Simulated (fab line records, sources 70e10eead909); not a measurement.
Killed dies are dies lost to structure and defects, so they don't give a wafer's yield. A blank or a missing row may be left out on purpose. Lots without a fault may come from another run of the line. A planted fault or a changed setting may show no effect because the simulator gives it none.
A struck lot beside a sound one | flow nand_harc | 14 steps out of a route of 1302
Sound: wafers L335.2, L335.3, L335.4. Struck: wafer L353.6. (L353.3, L353.5 of the same lot were not struck and are left out.) The cause comes at the end.
At each step with rows: each side's tool, then ch and its chambers, then its first start. Under that, the readings that differ: sound wafers | struck wafers | difference of the means | sigmas: that difference in standard deviations of wafers without a fault.
alike: readings whose means differ by less than 2 such deviations, and words and numbers that are the same on both sides. not compared: withheld readings, readings that some wafer has no value for, bounds like >300 that may hide the same value, and numbers for which the record gives no deviation and whose values overlap.
The two part at a step that has a row with sigmas, a row that says differs or no value, or rows on one side only. Numbers that don't overlap but have no deviation are shown without sigmas and don't part them. A reading that every wafer of one side lacks parts them only if that side has two wafers or more.

NHARC_A_DECK1_JOINT_CMP_02: polishes SiOx.
  sound on cmp-04 ch 0,2,3, day 12 16:40; struck on cmp-01 ch 3, day 19 16:29
  alike: motor_current_A
then, 1 step without rows for these wafers: NHARC_A_DECK1_JOINT_SRD_15.
NHARC_A_DECK1_JOINT_DEP_16: deposits SiO2, target thk 45 nm.
  sound on pecvd-01 ch 0,1,2, day 12 17:04; struck on pecvd-01 ch 2, day 19 16:53
  alike: heater_power_w, rf_fwd_power_W, throttle_valve_pct
NHARC_A_DECK1_JOINT_THK_MEAS_17: measures by ellipsometry.
  sound on film_metro-02, day 12 17:20; struck on film_metro-02, day 19 17:08
  alike: thk_nm
NHARC_A_DECK1_JOINT_INSPECT_05:
  sound on defect_inspect-01, day 12 17:23; struck on defect_inspect-01, day 19 17:10
  alike: raw_defect_count
then, 1 step without rows for these wafers: NHARC_A_ONON_D2_DEP_00 (target thk 1000 nm).
NHARC_A_ONON_D2_THK_MEAS_02: measures by ellipsometry.
  sound on film_metro-02, day 12 17:58; struck on film_metro-01, day 19 17:44
  alike: thk_nm
then, 1 step without rows for these wafers: NHARC_A_ONON_D2_DEP_03 (target thk 1000 nm).
NHARC_A_ONON_D2_THK_MEAS_05: measures by ellipsometry.
  sound on film_metro-01, day 12 18:32; struck on film_metro-01, day 19 18:19
  alike: thk_nm
then, 1 step without rows for these wafers: NHARC_A_ONON_D2_DEP_06 (target thk 1000 nm).
NHARC_A_ONON_D2_THK_MEAS_08: measures by ellipsometry.
  sound on film_metro-02, day 12 19:05; struck on film_metro-02, day 19 18:52
  alike: thk_nm
NHARC_A_ONON_D2_DEP_09: target thk 1000 nm.
  sound on pecvd_onon-04 ch 0, day 12 19:12; struck on pecvd_onon-03 ch 0, day 19 19:02
NHARC_A_ONON_D2_THK_MEAS_11: measures by ellipsometry.
  sound on film_metro-02, day 12 19:40; struck on film_metro-02, day 19 19:37
  reading     | sound       | struck | difference | sigmas
  thk_nm (nm) | 983 982 982 | 553    | -429       | -39
  not compared: hold
-- the record jumps here: 12 days lie between the struck wafers' starts before and after (it left off in module A_ONON_D2 and takes up again in module END, whose first step shown is number 1302 of the route) --
NHARC_END_SORT_01:
  sound on prober-01 ch 0, day 24 20:05; struck on prober-02 ch 0, day 32 01:10
  reading         | sound    | struck                   | difference                   | sigmas
  hold            | - - -    | await_dispo/5.2h/release | no value on the sound wafers |
  killed_at_array | 69 67 62 | 666                      | +600                         | +38
  killed_at_other | 0 0 0    | 2                        | +2                           | +2
  killed_dies     | 73 71 69 | 677                      | +606                         | +38
  alike: killed_at_periphery, killed_open, killed_short

WHERE THEY PART
First at NHARC_A_ONON_D2_THK_MEAS_11; last, within this record, at NHARC_END_SORT_01.

WHY: what the simulator had put in
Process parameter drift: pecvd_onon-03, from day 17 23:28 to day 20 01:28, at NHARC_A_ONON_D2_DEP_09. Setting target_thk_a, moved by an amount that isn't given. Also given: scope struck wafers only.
